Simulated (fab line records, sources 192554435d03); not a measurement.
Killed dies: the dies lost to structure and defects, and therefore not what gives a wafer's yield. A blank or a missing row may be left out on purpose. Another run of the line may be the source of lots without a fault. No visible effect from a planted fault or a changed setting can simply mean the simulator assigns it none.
fab line records -- flow n5Finfet
record lots=8, wafers=24, lastDay=17
route steps=1938 shown BEOL_M4@1111 BEOL_M11@1599 BEOL_M12@1615 PASSIVATION@1936
lots that met no fault: taken from a fault-free run of the same line
startH: start of the lot's first displayed wafer, in hours after the record's first day -- waitH: hours since the lot's step before -- " repeats the value in the row above -- L1.1+2: a single row standing in for several wafers -- - value missing, or start not given -- * or withheld: withheld -- < > ~ a bound
route shown NAME@n: names a module that has steps shown in the file, with the first one's number in the route -- usual: mean/standard deviation of fault-free wafers -- same: alike in all rows -- chamber/n: place in a boat -- sites: per-site readings -- _std_site: their standard deviation -- _edge_site: the outer-site mean with the inner-site mean subtracted -- radiusMm: how far each site lies from the wafer's centre -- mask NAME#n: copy n -- behind: the last tool/chamber to shape the wafer -- hold: reason for holding the lot/hours on hold/outcome of the hold -- device: the n, p or np transistor that did not switch -- end of line: tests run on the same wafers once the route is complete -- a step with no rows: only its recipe -- killed: at the first sort, the dies lost to defects and structure; wafer yield is something else -- map: per-die view of a wafer (x killed, . not killed, _ where there is no die)
set.NAME: the setting that was run; set.NAME@STEP: the one run at that earlier step -- model.NAME: the simulator's own value behind a step, which no gauge read
route steps across a sampled set of lots; one table per step, one row per wafer
services: from which hour (startH, from the record's first day; less than 0 if before it) a tool's chamber was out of use, for how many hours, and why
## steps
# step N5_BEOL_M4_RC_MEAS_101
# usual DIBL_N=36.5/1.7, DIBL_P=36.3/2.1, IOFF_N=0.16/0.036, IOFF_P=0.21/0.037, ION_N=676/12, ION_P=462/7.6, SS_N=71.5/0.68, SS_P=73.3/0.63, VT_N=249/3.5, VT_P=-250/3.5
lot.wafer,tool,chamber,startH,waitH,DIBL_N[mV/V],DIBL_P[mV/V],IOFF_N[nA/um],IOFF_P[nA/um],ION_N[uA/um],ION_P[uA/um],SS_N[mV/dec],SS_P[mV/dec],VT_N[mV],VT_P[mV]
L945.2,prober-01,0,176.10,0.2,36.5,36.5,0.18,0.22,682,472,71.6,73.3,248,-248
L945.3,prober-01,0,176.10,0.2,37.3,37.2,0.20,0.23,687,463,72.3,73.7,247,-250
L945.5,prober-01,0,176.10,0.2,37.0,36.9,0.19,0.22,685,466,72.0,73.5,244,-248
L947.1,prober-02,0,178.95,0.0,36.3,36.9,0.16,0.18,681,452,71.1,73.4,250,-253
L947.2,prober-02,0,178.95,0.0,37.3,38.5,0.17,0.19,682,452,71.8,72.8,253,-255
L947.5,prober-02,0,178.95,0.0,36.6,38.4,0.17,0.18,675,453,71.8,74.1,250,-256
L954.1,prober-02,0,221.94,0.0,34.7,33.5,0.12,0.15,657,450,71.4,73.0,250,-257
L954.2,prober-02,0,221.94,0.0,36.8,34.8,0.16,0.16,676,452,71.7,72.9,249,-256
L954.6,prober-02,0,221.94,0.0,37.5,36.9,0.18,0.20,683,455,71.2,73.3,248,-254
L953.2,prober-01,0,228.12,0.2,32.2,31.4,0.11,0.16,670,459,69.9,72.1,254,-251
L953.3,prober-01,0,228.12,0.2,34.2,33.7,0.13,0.19,657,451,69.8,73.2,250,-253
L953.5,prober-01,0,228.12,0.2,36.4,36.5,0.17,0.23,683,465,71.2,74.2,249,-249
L962.2,prober-01,0,256.84,0.2,37.6,38.6,0.18,0.22,681,467,72.4,73.6,248,-250
L962.3,prober-01,0,256.84,0.2,35.3,35.9,0.13,0.19,667,459,71.0,73.3,253,-251
L962.6,prober-01,0,256.84,0.2,39.6,40.3,0.23,0.25,682,463,72.1,74.1,244,-247
L960.1,prober-02,0,264.55,0.0,36.0,36.6,0.15,0.21,667,456,72.2,73.3,252,-250
L960.2,prober-02,0,264.55,0.0,34.1,34.7,0.13,0.19,677,466,71.1,73.0,251,-250
L960.6,prober-02,0,264.55,0.0,35.2,36.3,0.15,0.21,675,466,71.9,73.5,251,-250
L964.1,prober-01,0,284.40,0.2,34.3,33.5,0.11,0.15,657,452,71.1,72.8,255,-257
L964.2,prober-01,0,284.40,0.2,34.4,33.2,0.11,0.14,643,441,70.9,72.3,261,-260
L964.5,prober-01,0,284.40,0.2,37.6,38.1,0.17,0.21,670,459,71.1,73.7,250,-251
L967.2,prober-02,0,310.87,0.2,38.3,38.7,0.19,0.25,673,469,72.7,73.5,246,-248
L967.5,prober-02,0,310.87,0.2,36.6,36.7,0.14,0.23,654,459,71.7,73.3,253,-248
L967.6,prober-02,0,310.87,0.2,35.1,35.0,0.14,0.20,668,462,71.7,73.1,250,-249
# step N5_BEOL_M11_DEP_56
# recipe material=SiCN, targetThkA=300, tempC=withheld, precursor=3MS/NH3, pressureTorr=3, rfW=675, timeS=10.5
# usual showerheadPlenumPTorr=4.161/0.013, throttleValvePct=18.3/0.79
lot.wafer,tool,chamber,startH,waitH,showerheadPlenumPTorr,throttleValvePct
L945.2,pecvd-01,1,236.88,0.0,4.157,17.6
L945.3,pecvd-01,0,236.88,0.0,4.149,19.1
L945.5,pecvd-01,0,236.88,0.0,4.139,19.1
L947.1,pecvd-01,1,240.10,0.0,4.158,17.7
L947.2,pecvd-01,0,240.10,0.0,4.148,19.1
L947.5,pecvd-01,1,240.10,0.0,4.146,17.5
L954.1,pecvd-02,0,286.15,0.0,4.195,17.1
L954.2,pecvd-02,1,286.15,0.0,4.145,19.2
L954.6,pecvd-02,0,286.15,0.0,4.205,17.5
L953.2,pecvd-01,2,286.99,0.0,4.176,18.2
L953.3,pecvd-01,0,286.99,0.0,4.136,19.0
L953.5,pecvd-01,0,286.99,0.0,4.144,19.1
L962.2,pecvd-03,2,322.16,0.0,4.153,17.4
L962.3,pecvd-03,1,322.16,0.0,4.184,18.8
L962.6,pecvd-03,2,322.16,0.0,4.145,17.3
L960.1,pecvd-03,1,331.90,0.0,4.170,18.7
L960.2,pecvd-03,2,331.90,0.0,4.169,17.6
L960.6,pecvd-03,2,331.90,0.0,4.151,17.4
L964.1,pecvd-02,0,357.98,0.0,4.191,17.6
L964.2,pecvd-02,1,357.98,0.0,4.129,19.2
L964.5,pecvd-02,1,357.98,0.0,4.148,19.1
L967.2,pecvd-01,1,371.33,0.0,4.153,17.7
L967.5,pecvd-01,1,371.33,0.0,4.152,17.6
L967.6,pecvd-01,0,371.33,0.0,4.150,18.9
# step N5_BEOL_M12_DESCUM_15
# recipe chemistry=O2, timeS=7.9, sourcePowerW=50, biasPowerW=20, pressureMtorr=20, rfFrequencyHz=2.712e+07, tempC=40, o2FlowSccm=225
# usual drypumpMotorCurrentA=5.7/0.33, oesProductAu=0.78/0.1, rfVppV=243.2/1.4, showerheadPlenumPTorr=2.09/0.082, throttleValvePct=20.42/0.28
lot.wafer,tool,chamber,startH,waitH,drypumpMotorCurrentA,oesProductAu,rfHoursCounterH,rfVppV,showerheadPlenumPTorr,throttleValvePct
L945.2,rieDiel-06,2,237.80,0.1,6.3,0.93,15,245.1,2.22,20.15
L945.3,rieDiel-06,3,237.80,0.1,5.2,0.73,187,242.3,1.99,20.21
L945.5,rieDiel-06,3,237.80,0.1,5.2,0.74,-,242.1,1.99,20.22
L947.1,rieDiel-02,2,240.87,0.0,5.4,0.69,250,241.6,2.04,20.30
L947.2,rieDiel-02,1,240.87,0.0,5.9,0.70,230,244.2,2.15,20.69
L947.5,rieDiel-02,2,240.87,0.0,5.4,0.69,-,240.9,2.04,20.29
L954.1,rieDiel-06,3,286.93,0.0,5.3,0.73,206,241.8,1.99,20.24
L954.2,rieDiel-06,1,286.93,0.0,5.4,0.70,245,243.8,2.07,20.87
L954.6,rieDiel-06,1,286.93,0.0,5.4,0.70,-,241.6,2.07,20.87
L953.2,rieDiel-06,2,287.92,0.3,6.3,0.90,31,244.5,2.22,20.16
L953.3,rieDiel-06,1,287.92,0.3,5.5,0.70,245,242.8,2.07,20.87
L953.5,rieDiel-06,0,287.92,0.3,5.8,0.71,-,243.9,2.15,20.58
L962.2,rieDiel-03,2,322.87,0.0,6.1,0.91,10,244.0,2.05,19.98
L962.3,rieDiel-03,1,322.87,0.0,5.3,0.66,244,244.4,2.14,20.48
L962.6,rieDiel-03,2,322.87,0.0,6.1,0.92,-,242.4,2.05,19.98
L960.1,rieDiel-03,2,332.90,0.2,6.1,0.89,14,242.5,2.05,20.01
L960.2,rieDiel-03,3,332.90,0.2,5.9,0.79,106,243.8,2.22,20.54
L960.6,rieDiel-03,2,332.90,0.2,6.1,0.89,-,243.0,2.05,19.99
L964.1,rieDiel-03,2,358.64,0.0,6.1,0.88,24,242.4,2.04,20.00
L964.2,rieDiel-03,3,358.64,0.0,5.9,0.79,115,244.9,2.22,20.57
L964.5,rieDiel-03,1,358.64,0.0,5.3,1.00,-,242.8,2.14,20.04
L967.2,rieDiel-06,1,372.76,0.7,5.4,0.92,19,243.3,2.06,20.46
L967.5,rieDiel-06,2,372.76,0.7,6.3,0.85,-,244.3,2.20,20.24
L967.6,rieDiel-06,1,372.76,0.7,5.4,0.92,-,243.3,2.06,20.45
# step N5_BEOL_M12_ETCH_59
# recipe chemistry=N2/H2, target=BARC, targetDepthA=890, overetchA=267, timeS=67.9, ionEnergyEv=200, pressureMtorr=30, sourceW=840, biasW=150, n2FlowSccm=200, h2FlowSccm=200
# usual drypumpMotorCurrentA=5.7/0.34, oesProductAu=0.67/0.084, rfVppV=524.0/2.8, showerheadPlenumPTorr=2.55/0.097, throttleValvePct=17.93/0.28
lot.wafer,tool,chamber,startH,waitH,drypumpMotorCurrentA,oesProductAu,rfHoursCounterH,rfVppV,showerheadPlenumPTorr,throttleValvePct
L945.2,rieDiel-06,2,237.83,0.0,6.3,0.79,15,529.4,2.71,17.62
L945.3,rieDiel-06,3,237.83,0.0,5.2,0.61,187,520.3,2.42,17.70
L945.5,rieDiel-06,3,237.83,0.0,5.2,0.61,-,520.8,2.42,17.70
L947.1,rieDiel-02,2,240.90,0.0,5.4,0.60,250,522.6,2.51,17.92
L947.2,rieDiel-02,1,240.90,0.0,5.9,0.61,230,525.2,2.61,18.22
L947.5,rieDiel-02,2,240.90,0.0,5.4,0.59,-,523.7,2.51,17.92
L954.1,rieDiel-06,3,286.96,0.0,5.3,0.61,206,520.8,2.41,17.72
L954.2,rieDiel-06,1,286.96,0.0,5.4,0.50,245,522.8,2.51,18.29
L954.6,rieDiel-06,1,286.96,0.0,5.4,0.60,-,522.3,2.51,18.33
L953.2,rieDiel-06,2,287.96,0.0,6.3,0.62,31,528.1,2.71,17.63
L953.3,rieDiel-06,1,287.96,0.0,5.4,0.60,245,522.8,2.51,18.35
L953.5,rieDiel-06,0,287.96,0.0,5.8,0.50,-,524.6,2.63,18.07
L962.2,rieDiel-03,2,322.91,0.0,6.1,0.79,10,522.2,2.50,17.56
L962.3,rieDiel-03,1,322.91,0.0,5.3,0.57,244,525.6,2.61,18.03
L962.6,rieDiel-03,2,322.91,0.0,6.1,0.78,-,521.7,2.50,17.54
L960.1,rieDiel-03,2,332.93,0.0,6.1,0.78,14,522.2,2.49,17.57
L960.2,rieDiel-03,3,332.93,0.0,5.9,0.69,106,526.7,2.67,17.89
L960.6,rieDiel-03,2,332.93,0.0,6.1,0.78,-,521.5,2.49,17.56
L964.1,rieDiel-03,2,358.67,0.0,6.2,0.76,24,523.1,2.49,17.58
L964.2,rieDiel-03,3,358.67,0.0,5.9,0.68,115,525.6,2.66,17.91
L964.5,rieDiel-03,1,358.67,0.0,5.3,0.84,-,524.9,2.60,17.55
L967.2,rieDiel-06,1,372.79,0.0,5.4,0.79,19,521.9,2.50,17.87
L967.5,rieDiel-06,2,372.79,0.0,6.3,0.72,-,526.9,2.69,17.73
L967.6,rieDiel-06,1,372.79,0.0,5.4,0.79,-,524.3,2.50,17.87
# step N5_BEOL_M12_VIA_ETCH_16
# recipe chemistry=C4F8/O2/Ar, target=SiOC, pressureMtorr=30, sourceW=3000, biasW=700, Ar_flow_sccm=400, C4F8_flow_sccm=15, O2_flow_sccm=8, heInnerTorr=15, heOuterTorr=30, targetDepthA=7248, timeS=withheld, ionEnergyEv=250, ends=cleared
# usual drypumpMotorCurrentA=5.7/0.34, oesProductAu=0.71/0.092, rfVppV=666/3.5, showerheadPlenumPTorr=3.42/0.12, throttleValvePct=24.16/0.25
lot.wafer,tool,chamber,startH,waitH,drypumpMotorCurrentA,oesProductAu,rfVppV,showerheadPlenumPTorr,throttleValvePct
L945.2,rieDiel-06,2,237.89,0.0,6.3,0.83,670,3.64,24.09
L945.3,rieDiel-06,3,237.89,0.0,5.2,0.65,661,3.25,23.86
L945.5,rieDiel-06,3,237.89,0.0,5.2,0.66,661,3.25,23.88
L947.1,rieDiel-02,2,240.96,0.0,5.4,0.62,663,3.36,24.14
L947.2,rieDiel-02,1,240.96,0.0,5.9,0.64,667,3.49,24.37
L947.5,rieDiel-02,2,240.96,0.0,5.4,0.63,663,3.36,24.13
L954.1,rieDiel-06,3,287.01,0.0,5.2,0.64,660,3.24,23.89
L954.2,rieDiel-06,1,287.01,0.0,5.4,0.63,665,3.38,24.59
L954.6,rieDiel-06,1,287.01,0.0,5.4,0.63,666,3.38,24.62
L953.2,rieDiel-06,2,288.01,0.0,6.3,0.80,672,3.63,24.11
L953.3,rieDiel-06,1,288.01,0.0,5.4,0.63,664,3.38,24.61
L953.5,rieDiel-06,0,288.01,0.0,5.8,0.64,669,3.52,24.34
L962.2,rieDiel-03,2,322.96,0.0,6.2,0.82,664,3.37,23.84
L962.3,rieDiel-03,1,322.96,0.0,5.3,0.59,669,3.48,24.16
L962.6,rieDiel-03,2,322.96,0.0,6.2,0.83,665,3.37,23.84
L960.1,rieDiel-03,2,332.98,0.0,6.1,0.82,664,3.36,23.86
L960.2,rieDiel-03,3,332.98,0.0,5.9,0.71,670,3.55,24.02
L960.6,rieDiel-03,2,332.98,0.0,6.1,0.82,664,3.36,23.84
L964.1,rieDiel-03,2,358.72,0.0,6.1,0.79,664,3.36,23.85
L964.2,rieDiel-03,3,358.72,0.0,5.9,0.70,670,3.54,24.05
L964.5,rieDiel-03,1,358.72,0.0,5.3,0.90,669,3.48,23.79
L967.2,rieDiel-06,1,372.85,0.0,5.4,0.84,666,3.37,24.26
L967.5,rieDiel-06,2,372.85,0.0,6.3,0.77,670,3.61,24.15
L967.6,rieDiel-06,1,372.85,0.0,5.4,0.84,665,3.37,24.24
# step N5_BEOL_M12_STRIP_63
# recipe chemistry=N2/H2, powerW=1000, tempC=250, h2Frac=0.65, overashFraction=0.3, pressureMtorr=1000, n2FlowSccm=1750, h2FlowSccm=3250
# usual drypumpMotorCurrentA=5.8/0.52, heaterPowerW=351/9.8, oesProductAu=0.693/0.0047, stripTimeToEndpointS=42.3/0.88
lot.wafer,tool,chamber,startH,waitH,drypumpMotorCurrentA,heaterPowerW,oesProductAu,rfHoursCounterH,stripTimeToEndpointS
L945.2,plasmaAsher-02,1,238.08,-,5.2,365,0.686,71,42.4
L945.3,plasmaAsher-02,0,238.08,-,5.2,360,0.696,-,42.3
L945.5,plasmaAsher-02,0,238.08,-,5.2,344,0.692,-,41.9
L947.1,plasmaAsher-02,0,241.16,-,5.3,359,0.695,71,42.8
L947.2,plasmaAsher-02,1,241.16,-,5.2,364,0.698,71,43.9
L947.5,plasmaAsher-02,1,241.16,-,5.2,353,0.690,-,42.8
L954.1,plasmaAsher-01,0,287.21,-,6.5,337,0.698,127,42.6
L954.2,plasmaAsher-01,1,287.21,-,6.0,358,0.698,127,51.2
L954.6,plasmaAsher-01,0,287.21,-,6.5,341,0.691,-,42.6
L953.2,plasmaAsher-01,1,288.21,-,6.0,350,0.701,127,50.7
L953.3,plasmaAsher-01,0,288.21,-,6.5,333,0.704,-,43.0
L953.5,plasmaAsher-01,1,288.21,-,6.0,355,0.690,-,49.9
L962.2,plasmaAsher-01,0,323.16,-,6.4,335,0.699,134,43.5
L962.3,plasmaAsher-01,1,323.16,-,6.0,342,0.689,-,42.5
L962.6,plasmaAsher-01,0,323.16,-,6.4,340,0.692,-,42.0
L960.1,plasmaAsher-02,0,333.18,-,5.3,361,0.691,89,43.4
L960.2,plasmaAsher-02,1,333.18,-,5.2,361,0.691,89,43.5
L960.6,plasmaAsher-02,1,333.18,-,5.2,375,0.692,-,42.3
L964.1,plasmaAsher-02,0,358.92,-,5.3,354,0.697,95,42.5
L964.2,plasmaAsher-02,1,358.92,-,5.2,358,0.704,95,44.1
L964.5,plasmaAsher-02,0,358.92,-,5.2,352,0.692,-,40.9
L967.2,plasmaAsher-02,0,373.05,-,5.2,356,0.696,98,41.9
L967.5,plasmaAsher-02,1,373.05,-,5.2,354,0.692,-,41.0
L967.6,plasmaAsher-02,0,373.05,-,5.2,356,0.695,-,41.8
# step N5_BEOL_M12_CD_MEAS_17
# recipe targetCdNm=140, polarity=opening
# usual cdNm=140.0/2
lot.wafer,tool,chamber,startH,waitH,cdNm
L945.2,cdSem-01,-,238.30,0.0,140.6
L945.3,cdSem-01,-,238.30,0.0,136.0
L945.5,cdSem-01,-,238.30,0.0,138.7
L947.1,cdSem-03,-,241.36,0.0,140.5
L947.2,cdSem-03,-,241.36,0.0,137.8
L947.5,cdSem-03,-,241.36,0.0,139.0
L954.1,cdSem-02,-,287.42,0.0,140.3
L954.2,cdSem-02,-,287.42,0.0,136.3
L954.6,cdSem-02,-,287.42,0.0,138.3
L953.2,cdSem-02,-,288.42,0.0,132.1
L953.3,cdSem-02,-,288.42,0.0,140.7
L953.5,cdSem-02,-,288.42,0.0,133.9
L962.2,cdSem-02,-,323.37,0.0,141.2
L962.3,cdSem-02,-,323.37,0.0,139.5
L962.6,cdSem-02,-,323.37,0.0,136.8
L960.1,cdSem-03,-,333.39,0.0,138.1
L960.2,cdSem-03,-,333.39,0.0,139.0
L960.6,cdSem-03,-,333.39,0.0,137.7
L964.1,cdSem-02,-,359.13,0.0,137.1
L964.2,cdSem-02,-,359.13,0.0,135.7
L964.5,cdSem-02,-,359.13,0.0,138.1
L967.2,cdSem-03,-,373.25,0.0,143.3
L967.5,cdSem-03,-,373.25,0.0,141.0
L967.6,cdSem-03,-,373.25,0.0,142.9
# step N5_BEOL_M12_OCD_MEAS_35
# usual trenchDepthNm=319/4.9
lot.wafer,tool,chamber,startH,waitH,trenchDepthNm
L945.2,ocd-01,-,239.35,0.0,319
L945.3,ocd-01,-,239.35,0.0,315
L945.5,ocd-01,-,239.35,0.0,320
L947.1,ocd-02,-,242.42,0.0,320
L947.2,ocd-02,-,242.42,0.0,314
L947.5,ocd-02,-,242.42,0.0,315
L954.1,ocd-02,-,288.56,0.0,317
L954.2,ocd-02,-,288.56,0.0,244
L954.6,ocd-02,-,288.56,0.0,316
L953.2,ocd-02,-,289.35,0.0,270
L953.3,ocd-02,-,289.35,0.0,321
L953.5,ocd-02,-,289.35,0.0,271
L962.2,ocd-02,-,324.77,0.0,320
L962.3,ocd-02,-,324.77,0.0,316
L962.6,ocd-02,-,324.77,0.0,323
L960.1,ocd-01,-,334.69,0.0,315
L960.2,ocd-01,-,334.69,0.0,327
L960.6,ocd-01,-,334.69,0.0,323
L964.1,ocd-02,-,360.20,0.0,321
L964.2,ocd-02,-,360.20,0.0,312
L964.5,ocd-02,-,360.20,0.0,323
L967.2,ocd-02,-,374.31,0.0,322
L967.5,ocd-02,-,374.31,0.0,322
L967.6,ocd-02,-,374.31,0.0,322
# step N5_PASSIVATION_PROBE_49
# usual defectLimitedYield=91.4/1.5, killed_at_M0_to_M3=34/12, killed_at_M4_up=12/4.9, killedAtContacts=13/7.2, killedAtFrontEnd=39/12, killedAtOther=3.7/2.9, killedDies=101/18, killedOnRim=13/4, killedOpen=67/14, killedShort=33/7.2, sort_bin_5_function=5.1/0.97, sort_bin_6_memory=3.2/0.67, sortNPass=1079/17, sortYieldPct=91.4/1.5
# same grossDies=1180, killedAtBackSide=0, sort_bin_4_leakage[%]=0, sort_bin_8_speed[%]=0
lot.wafer,tool,chamber,startH,waitH,defectLimitedYield[%],killed_at_M0_to_M3,killed_at_M4_up,killedAtContacts,killedAtFrontEnd,killedAtOther,killedDies,killedOnRim,killedOpen,killedShort,sort_bin_5_function[%],sort_bin_6_memory[%],sortNPass,sortYieldPct[%]
L954.1,prober-01,-,326.58,0.0,88.6,77,8,17,29,4,135,19,93,42,6.4,4.8,1045,88.6
L954.2,prober-01,-,326.63,0.1,66.0,70,263,21,44,3,401,45,117,41,28.1,5.6,779,66.0
L954.6,prober-01,-,326.83,0.3,90.3,65,13,13,22,2,115,15,78,37,5.3,3.9,1065,90.3
L953.2,prober-02,-,329.13,0.1,80.1,22,151,11,46,5,235,60,70,25,16.2,3.2,945,80.1
L953.3,prober-02,-,329.18,0.1,92.3,21,11,6,47,6,91,12,62,29,4.5,3.1,1089,92.3
L953.5,prober-02,-,329.28,0.2,79.8,39,169,5,25,0,238,19,58,27,17.6,2.4,942,79.8
# killed by level:class
L954.1 BEOL_M0_SAQP:geometricParticle:short=19 BEOL_M0_SAQP:geometricParticle:open=16 MOL_CONTACT_COAG:geometricParticle:open=15 BEOL_M3:geometricParticle:open=14 BEOL_M2:geometricParticle:open=10 STI_FIN_REVEAL:geometricParticle:open=6 BEOL_M1:geometricParticle:open=6 BEOL_M0:geometricParticle:open=5
L954.2 BEOL_M12:areaEtch=243 BEOL_M3:geometricParticle:open=22 MOL_CONTACT_COAG:geometricParticle:open=17 FIN_SAQP:geometricParticle:open=16 BEOL_M0_SAQP:geometricParticle:open=15 BEOL_M4:geometricParticle:open=12 BEOL_M0_SAQP:geometricParticle:short=10 STI_FIN_REVEAL:geometricParticle:open=10
L954.6 BEOL_M0_SAQP:geometricParticle:open=14 MOL_CONTACT_COAG:geometricParticle:open=13 BEOL_M0_SAQP:geometricParticle:short=11 BEOL_M0:geometricParticle:open=10 BEOL_M3:geometricParticle:open=9 BEOL_M4:geometricParticle:open=7 STI_FIN_REVEAL:geometricParticle:open=6 BEOL_M3:geometricParticle:short=6
L953.2 BEOL_M12:areaEtch=136 FIN_SAQP:geometricParticle:open=16 BEOL_M2:geometricParticle:open=9 MOL_CONTACT_COAG:geometricParticle:open=7 BEOL_M4:geometricParticle:open=5 BEOL_M3:geometricParticle:open=5 DUMMY_GATE:geometricParticle:open=4 ILD0:geometricParticle:short=4
L953.3 FIN_SAQP:geometricParticle:open=11 FIN_SAQP:geometricParticle:short=9 BEOL_M2:geometricParticle:open=9 BEOL_M4:geometricParticle:open=9 DUMMY_GATE:geometricParticle:open=8 STI_FIN_REVEAL:geometricParticle:open=8 BEOL_M0_SAQP:geometricParticle:short=5 MIM_TOP:geometricParticle:short=4
L953.5 BEOL_M12:areaEtch=152 BEOL_M2:geometricParticle:open=12 BEOL_M3:geometricParticle:open=10 BEOL_M0_SAQP:geometricParticle:short=8 FIN_SAQP:geometricParticle:short=7 BEOL_M4:geometricParticle:open=6 MOL_CONTACT_COAG:geometricParticle:open=5 DUMMY_GATE:geometricParticle:open=4
## services
tool,chamber,startH,hours,kind
plasmaAsher-01,-,222.73,15.6,pm
rieDiel-03,3,225.89,3.9,repair
rieDiel-03,2,256.56,-,clean
rieDiel-03,2,256.56,-,consumableReplace:focusRing
rieDiel-03,2,256.56,32.4,scheduledDown
rieDiel-03,2,256.56,32.4,ventCycle
rieDiel-06,2,279.68,6.7,repair
pecvd-01,1,285.45,3.6,repair
pecvd-03,-,288.28,0.2,repair
rieDiel-06,1,303.13,-,clean
rieDiel-06,1,303.13,-,consumableReplace:focusRing
rieDiel-06,1,303.13,17.1,scheduledDown
rieDiel-06,1,303.13,17.1,ventCycle
plasmaAsher-02,-,304.25,0.7,repair
pecvd-03,-,308.06,5.5,pm
pecvd-02,-,314.19,0.9,repair
pecvd-03,0,320.82,12.4,repair
plasmaAsher-01,-,353.44,7.5,repair
rieDiel-03,-,355.55,2.2,repair
plasmaAsher-01,-,365.65,1.0,repair
rieDiel-06,0,368.38,-,clean
rieDiel-06,0,368.38,-,consumableReplace:focusRing
rieDiel-06,0,368.38,24.9,scheduledDown
rieDiel-06,0,368.38,24.9,ventCycle
## key
firstSign step=N5_BEOL_M12_STRIP_63, reading=stripTimeToEndpointS, direction=up, sigmas=9.4, usual=*, struck=*
effect step=N5_BEOL_M12_CD_MEAS_17, reading=cdNm, direction=down, sigmas=3, usual=140.0, struck=134.1
effect step=N5_BEOL_M12_OCD_MEAS_35, reading=trenchDepthNm, direction=down, sigmas=12, usual=319, struck=262
effect step=N5_PASSIVATION_PROBE_49, reading=killed_at_M4_up, direction=up, sigmas=37, usual=12, struck=194
moreKillsBornAt N5_BEOL_M12_ETCH_59@rieDiel-06=531
metAt N5_BEOL_M12_ETCH_59
struckLots L953,L954
struckWafers L953.2,L953.5,L954.2
notActingAt N5_BEOL_M11_DEP_56,N5_BEOL_M12_DESCUM_15,N5_BEOL_M12_VIA_ETCH_16
onsetBetween 237.83 286.96
fault kind=processParameterDrift, tool=rieDiel-06, chamber=-, onsetH=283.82, steps=N5_BEOL_M12_ETCH_59, channel=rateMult, offset=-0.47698, shape=step, endH=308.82, scope=struckWafersOnly
